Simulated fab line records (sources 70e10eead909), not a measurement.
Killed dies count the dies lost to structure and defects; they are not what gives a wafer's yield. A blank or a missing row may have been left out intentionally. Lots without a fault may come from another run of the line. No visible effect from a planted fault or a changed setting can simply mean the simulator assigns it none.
Which tool is to blame? | flow nandHarc | 16 wafers from 6 lots sampled at 2 of the route's 1159 steps

== WHAT THE GAUGES SHOWED, per wafer ==
NHARC_P_STI_OCD_MEAS_17.
lot  | measured    | on     | trenchDepthNm (nm)
L518 | day 3 04:16 | ocd-02 | 298 292 300
L521 | day 3 23:35 | ocd-01 | 308 298 308
L524 | day 4 19:22 | ocd-01 | 297 291 298
L527 | day 5 11:58 | ocd-02 | 248 308
L530 | day 6 06:17 | ocd-01 | 246 247
L535 | day 7 13:33 | ocd-01 | 304 300 308

== WHICH TOOL RAN EACH LOT (tool, then ch and the chambers of the sampled wafers, then the start) ==
lot  | NHARC_P_STI_ETCH_15
L518 | rieSi-02 ch 0,2,3, day 3 04:03
L521 | rieSi-05 ch 0,2, day 3 23:20
L524 | rieSi-02 ch 1,2,3, day 4 19:08
L527 | rieSi-05 ch 0,2, day 5 11:45
L530 | rieSi-05 ch 1, day 6 05:57
L535 | rieSi-01 ch 0,2,3, day 7 13:17
- NHARC_P_STI_ETCH_15: etches the open film in HBr/Cl2, target depth 300 nm, time 100.1 s.

== THE ANSWER, worked out from the rows above alone ==
Rule: usual is defined by the lots themselves. Put in order of their means at a reading, lots are off if they are a third of the lots or fewer, leave a main group of 4 or more, and stand apart from it by a gap of 3 or more times the standard deviation of the main group's means; of several such gaps the widest counts. A main group is skipped when, at the precision printed for the reading in the tables above, its means are all equal. A lot without any number at a reading at which 4 lots or more have one is off too. Where the step has rows for the other lots, those lots are counted as sound.
Off: L527, L530, at NHARC_P_STI_OCD_MEAS_17 (trenchDepthNm). The main group: mean 300 nm, standard deviation 4.2.
If a tool, at a process step before that reading, ran all the lots that are off and no sound lot after the first of them, it fits. Gauges at NHARC_P_STI_OCD_MEAS_17: tried the same way as those tools. One candidate fits, namely rieSi-05 at NHARC_P_STI_ETCH_15. A fault onset in the window from L521 (day 3 23:20, its last sound lot) to L527 (day 5 11:45, its first lot off) fits.

== WHAT THE SIMULATOR HAD INSERTED ==
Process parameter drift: rieSi-05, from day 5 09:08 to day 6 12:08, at NHARC_P_STI_ETCH_15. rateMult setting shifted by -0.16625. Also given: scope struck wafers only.
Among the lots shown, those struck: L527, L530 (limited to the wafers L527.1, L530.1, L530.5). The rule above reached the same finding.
